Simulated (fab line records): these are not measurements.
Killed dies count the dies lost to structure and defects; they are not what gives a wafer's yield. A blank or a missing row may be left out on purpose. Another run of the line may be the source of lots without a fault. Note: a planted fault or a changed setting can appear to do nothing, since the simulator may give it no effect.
Code-filled problem report in 8D (eight disciplines) form	flow n5 finfet	the parts of the form that need people (team, actions taken, sign-off) are left out

## 1. THE ISSUE
Wafers without a fault read 125.0 s, standard deviation 0.42; run length s at N5_BEOL_M2_CO_CAP_55 reads a mean of 154.1 s on 2 wafers belonging to 2 lots. Measured from the usual mean, that is +69 standard deviations.
The step: material Co, precursor CCTBA/H2, target thk 2 nm, time 102.1 s.
The first sign was on wafer L779.1 at day 7 17:16, on cvd co-01. At this step, 18 wafers from 6 lots have a number in the record. By rule, "out" or "out of limits" means more than 4 standard deviations away from the usual mean. The rest of the wafers with a number are treated as sound.

## 2. WHAT IT IS AND WHAT IT IS NOT
question	is	is not
which readings at this step	run length s	heater power w
which lots	L779, L780	L777, L782, L789, L793
which wafers of those lots	L779.1, L780.1	L779.3, L779.6, L780.2, L780.6
read on which tools	cvd co-01	cvd co-02
when	from day 7 17:16	up to then (5 sound wafers); but 11 sound wafers of L780, L782, L789, L793 came after

## 3. SUSPECTS, AND WHAT RULES EACH OUT
Counting: if a tool at a process step up to the reading ran every lot that is out, it stays a suspect. Sound lots after the first of them don't rule it out here, since some wafers of a struck lot are sound.
- cvd co-01 at N5_BEOL_M2_PRE_CLEAN_60 (time 15 s): kept. Ran every lot that is out, first one L779 (day 7 17:13); last sound lot up to then L777 (day 7 11:00).
- cvd co-01 at N5_BEOL_M2_CO_CAP_55 (material Co, precursor CCTBA/H2, target thk 2 nm, time 102.1 s): kept. Ran every lot that is out, first one L779 (day 7 17:16); last sound lot up to then L777 (day 7 11:02). Its own run length s readings are out on those wafers.
Remaining after the count are cvd co-01 at N5_BEOL_M2_PRE_CLEAN_60 and cvd co-01 at N5_BEOL_M2_CO_CAP_55.

## 4. THE CAUSE (what the simulator had put in)
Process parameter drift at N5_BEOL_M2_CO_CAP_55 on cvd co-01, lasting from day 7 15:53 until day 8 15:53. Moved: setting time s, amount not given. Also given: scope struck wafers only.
After counting, 2 suspects remain, this tool included.

## 5. THE CHAIN OF EFFECTS, in route order
Each row: a reading whose mean over the struck wafers that have a number lies more than 3 standard deviations from the usual. Readings are gone through only where the record gives a usual standard deviation; hours: the median, over the lots, of the time from a lot's start at the first step in this table giving one to that lot's start at this step; sigmas: the change measured in usual standard deviations.
hours	step	reading	usual	on struck wafers	change	sigmas
0	N5_BEOL_M2_CO_CAP_55	run length s	125.0 s	154.1	+29.1	+69
Here are the process steps it includes:
- N5_BEOL_M2_CO_CAP_55: material Co, precursor CCTBA/H2, target thk 2 nm, time 102.1 s.
Later measuring or inspecting steps at which every struck wafer that the step has a row for has a number for every such reading, and none has moved that far: N5_BEOL_M4_RC_MEAS_101.

## 6. WHAT WOULD HAVE CAUGHT IT SOONER
In this record the first reading out of limits was taken at day 7 17:16, 1 hour after the fault began at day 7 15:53.
